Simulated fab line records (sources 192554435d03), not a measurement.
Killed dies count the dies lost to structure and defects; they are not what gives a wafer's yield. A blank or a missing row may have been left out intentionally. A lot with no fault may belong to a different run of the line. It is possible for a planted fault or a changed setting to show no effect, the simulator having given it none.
Chamber matching    flow n5_finfet    rie_diel-04 running N5_BEOL_M1_DESCUM_16: 4 sister chambers
The step chemistry O2, time 7 s. 4 wafers are shown with their chamber, then 7 later ones without.

## EACH WAFER AND ITS CHAMBER
wafer   chamber  drypump_motor_current_A (A)
L089.3  3        5.9
L089.5  2        6.2
L090.3  1        6.3
L090.4  0        5.7

## WAFERS WITHOUT THEIR CHAMBER
wafer   drypump_motor_current_A (A)
L090.5  6.2
L094.1  6.3
L094.5  5.6
L094.6  5.9
L096.1  5.9
L096.2  6.3
L096.4  5.6

## WHICH CHAMBER EACH ONE RAN IN
wafer   from the rows above      in truth
L090.5  can't be placed: 2 or 1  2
L094.1  can't be placed: 1 or 2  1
L094.5  0                        0
L094.6  3                        3
L096.1  3                        3
L096.2  can't be placed: 1 or 2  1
L096.4  0                        0
4 of 7 placed correctly. Not placeable from these rows: 3 (in 3, the candidates include the true chamber). Number placed wrongly: 0.
How it was worked out, from the rows above alone: a wafer's distance from a chamber is the root of the sum, over the readings, of the square of ((its reading less the chamber's mean) divided by the reading's scatter). If the next closest chamber is less than 2 further off than the closest, the wafer can't be placed; otherwise it belongs to the closest. Each chamber's mean is taken over the wafers shown for it. The scatter: root of mean squared gap, hidden wafer to nearest shown wafer, with one shown wafer a chamber.
